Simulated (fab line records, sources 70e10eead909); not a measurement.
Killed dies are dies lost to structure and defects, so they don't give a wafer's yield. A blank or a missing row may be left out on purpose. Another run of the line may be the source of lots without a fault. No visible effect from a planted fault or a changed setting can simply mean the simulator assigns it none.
Matching of chambers + flow nand-harc + NHARC_A_CHANNEL_FILL_D2_ALD_25 on ald-hk-01 has 4 sister chambers
The step deposits SiOx, target thk 60 nm, pulse time 10 s, ald cycles 600. 20 wafers are shown with their chamber, then 10 later ones without.

== EACH WAFER AND ITS CHAMBER ==
| wafer  | chamber | heater-power-w (W) | precursor-pulse-height-rel |
|--------|---------|--------------------|----------------------------|
| L074.2 | 0       | 429                | 0.988                      |
| L074.5 | 0       | 427                | 1.002                      |
| L074.6 | 1       | 509                | 1.014                      |
| L075.1 | 3       | 504                | 0.965                      |
| L075.3 | 2       | 494                | 1.006                      |
| L075.5 | 0       | 438                | 0.985                      |
| L077.2 | 3       | 515                | 1.026                      |
| L077.1 | 1       | 514                | 1.001                      |
| L077.4 | 0       | 434                | 1.014                      |
| L077.3 | 2       | 488                | 1.002                      |
| L077.5 | 3       | 504                | 0.999                      |
| L077.6 | 0       | 427                | 1.005                      |
| L081.1 | 0       | 434                | 0.977                      |
| L081.4 | 1       | 516                | 1.019                      |
| L081.6 | 0       | 436                | 1.036                      |
| L083.2 | 0       | 443                | 0.983                      |
| L083.3 | 3       | 519                | 0.996                      |
| L083.4 | 1       | 504                | 1.006                      |
| L083.1 | 2       | 489                | 1.010                      |
| L083.5 | 3       | 516                | 1.033                      |

SIGNATURES (means of the wafers above)
| reading                    | chamber 0 | chamber 1 | chamber 2 | chamber 3 | scatter within a chamber |
|----------------------------|-----------|-----------|-----------|-----------|--------------------------|
| heater-power-w             | 433.50    | 510.75    | 490.33    | 511.60    | 5.76                     |
| precursor-pulse-height-rel | 0.99875   | 1.01000   | 1.00600   | 1.00380   | 0.0191                   |
Rule: distance of a wafer from a chamber = root of the sum over the readings of ((wafer's reading minus chamber's mean) / reading's scatter) squared. If the next closest chamber is less than 2 further off than the closest, the wafer can't be placed; otherwise it belongs to the closest. The scatter is the square root of a quotient: the sum, over the shown wafers, of each reading's squared deviation from its chamber's mean, divided by wafers minus chambers.

== WAFERS WHOSE CHAMBER IS MISSING ==
| wafer  | heater-power-w (W) | precursor-pulse-height-rel |
|--------|--------------------|----------------------------|
| L083.6 | 440                | 1.024                      |
| L084.3 | 532                | 1.033                      |
| L084.4 | 480                | 0.959                      |
| L084.5 | 495                | 1.004                      |
| L092.2 | 496                | 0.993                      |
| L092.5 | 491                | 0.992                      |
| L092.6 | 435                | 1.020                      |
| L094.2 | 480                | 0.978                      |
| L094.4 | 516                | 0.996                      |
| L094.5 | 484                | 1.029                      |

== THE CHAMBER EACH PASSED THROUGH ==
| wafer  | from the rows above          | in truth                   |
|--------|------------------------------|----------------------------|
| L083.6 | 0                            | 0                          |
| L084.3 | can't be placed: 3 or 1      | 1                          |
| L084.4 | 2                            | 2                          |
| L084.5 | can't be placed: 2 or 1      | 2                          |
| L092.2 | can't be placed: 2 or 1 or 3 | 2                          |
| L092.5 | 2                            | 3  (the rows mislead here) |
| L092.6 | 0                            | 0                          |
| L094.2 | 2                            | 2                          |
| L094.4 | can't be placed: 3 or 1      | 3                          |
| L094.5 | 2                            | 2                          |
Placed correctly: 5 of 10. These rows do not allow placing 4 (true chamber among the candidates in 4). Placed wrongly: 1.
